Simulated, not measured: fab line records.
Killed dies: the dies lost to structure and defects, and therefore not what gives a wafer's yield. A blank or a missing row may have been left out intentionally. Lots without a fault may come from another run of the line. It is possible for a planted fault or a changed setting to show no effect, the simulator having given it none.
Chamber matching / flow nand-harc / rie-diel-05 running NHARC_A_STAIRCASE_ETCH_444: 4 sister chambers
The step etches the open film in C4F8/O2, target depth 20400 nm, time 6800 s. 20 wafers are shown with their chamber, then 10 later ones without.

WAFERS, EACH WITH ITS CHAMBER
wafer=L074.2; chamber=2; rf-vpp-V (V)=802; oes-product-au (a.u.)=0.981
wafer=L074.3; chamber=3; rf-vpp-V (V)=816; oes-product-au (a.u.)=0.956
wafer=L074.5; chamber=1; rf-vpp-V (V)=802; oes-product-au (a.u.)=0.984
wafer=L076.1; chamber=0; rf-vpp-V (V)=811; oes-product-au (a.u.)=0.961
wafer=L076.2; chamber=1; rf-vpp-V (V)=804; oes-product-au (a.u.)=0.975
wafer=L076.6; chamber=0; rf-vpp-V (V)=812; oes-product-au (a.u.)=0.968
wafer=L078.2; chamber=0; rf-vpp-V (V)=811; oes-product-au (a.u.)=0.971
wafer=L078.3; chamber=3; rf-vpp-V (V)=814; oes-product-au (a.u.)=0.981
wafer=L078.6; chamber=0; rf-vpp-V (V)=811; oes-product-au (a.u.)=0.971
wafer=L079.1; chamber=1; rf-vpp-V (V)=802; oes-product-au (a.u.)=0.924
wafer=L079.3; chamber=3; rf-vpp-V (V)=816; oes-product-au (a.u.)=0.945
wafer=L079.6; chamber=0; rf-vpp-V (V)=810; oes-product-au (a.u.)=0.936
wafer=L081.3; chamber=2; rf-vpp-V (V)=802; oes-product-au (a.u.)=0.938
wafer=L081.5; chamber=0; rf-vpp-V (V)=811; oes-product-au (a.u.)=0.930
wafer=L081.6; chamber=1; rf-vpp-V (V)=802; oes-product-au (a.u.)=0.925
wafer=L087.3; chamber=2; rf-vpp-V (V)=801; oes-product-au (a.u.)=0.924
wafer=L087.4; chamber=1; rf-vpp-V (V)=802; oes-product-au (a.u.)=0.918
wafer=L087.6; chamber=2; rf-vpp-V (V)=801; oes-product-au (a.u.)=0.930
wafer=L092.4; chamber=3; rf-vpp-V (V)=816; oes-product-au (a.u.)=0.972
wafer=L092.5; chamber=0; rf-vpp-V (V)=810; oes-product-au (a.u.)=0.974

SIGNATURES (means of the wafers above)
reading=rf-vpp-V; chamber 0=810.86; chamber 1=802.40; chamber 2=801.50; chamber 3=815.50; scatter within a chamber=0.793
reading=oes-product-au; chamber 0=0.95871; chamber 1=0.94520; chamber 2=0.94325; chamber 3=0.96350; scatter within a chamber=0.0234
Rule: a wafer lies at a distance from a chamber equal to the root of the sum of squares, over the readings, of (its reading less the chamber's mean, divided by the reading's scatter). The wafer belongs to the nearest chamber; if the next one is less than 2 further off, it can't be placed. The scatter: the root of (the sum of the squares of (reading less its chamber's mean) over the shown wafers, divided by (wafers less chambers)).

WAFERS WITHOUT THEIR CHAMBER
wafer=L092.6; rf-vpp-V (V)=817; oes-product-au (a.u.)=0.969
wafer=L094.1; rf-vpp-V (V)=800; oes-product-au (a.u.)=0.959
wafer=L094.2; rf-vpp-V (V)=815; oes-product-au (a.u.)=0.939
wafer=L094.3; rf-vpp-V (V)=810; oes-product-au (a.u.)=0.946
wafer=L095.4; rf-vpp-V (V)=801; oes-product-au (a.u.)=0.977
wafer=L095.5; rf-vpp-V (V)=810; oes-product-au (a.u.)=0.981
wafer=L095.6; rf-vpp-V (V)=813; oes-product-au (a.u.)=0.976
wafer=L097.2; rf-vpp-V (V)=803; oes-product-au (a.u.)=0.916
wafer=L097.3; rf-vpp-V (V)=799; oes-product-au (a.u.)=0.937
wafer=L097.5; rf-vpp-V (V)=812; oes-product-au (a.u.)=0.923

EACH ONE'S CHAMBER
wafer=L092.6; from the rows above=3; in truth=3
wafer=L094.1; from the rows above=can't be placed: 2 or 1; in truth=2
wafer=L094.2; from the rows above=3; in truth=3
wafer=L094.3; from the rows above=0; in truth=0
wafer=L095.4; from the rows above=can't be placed: 2 or 1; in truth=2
wafer=L095.5; from the rows above=0; in truth=0
wafer=L095.6; from the rows above=can't be placed: 0 or 3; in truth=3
wafer=L097.2; from the rows above=can't be placed: 1 or 2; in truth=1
wafer=L097.3; from the rows above=can't be placed: 2 or 1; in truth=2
wafer=L097.5; from the rows above=0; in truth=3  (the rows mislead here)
Placed correctly: 4 of 10. Not placeable from these rows: 5 (in 5, the candidates include the true chamber). Number placed wrongly: 1.
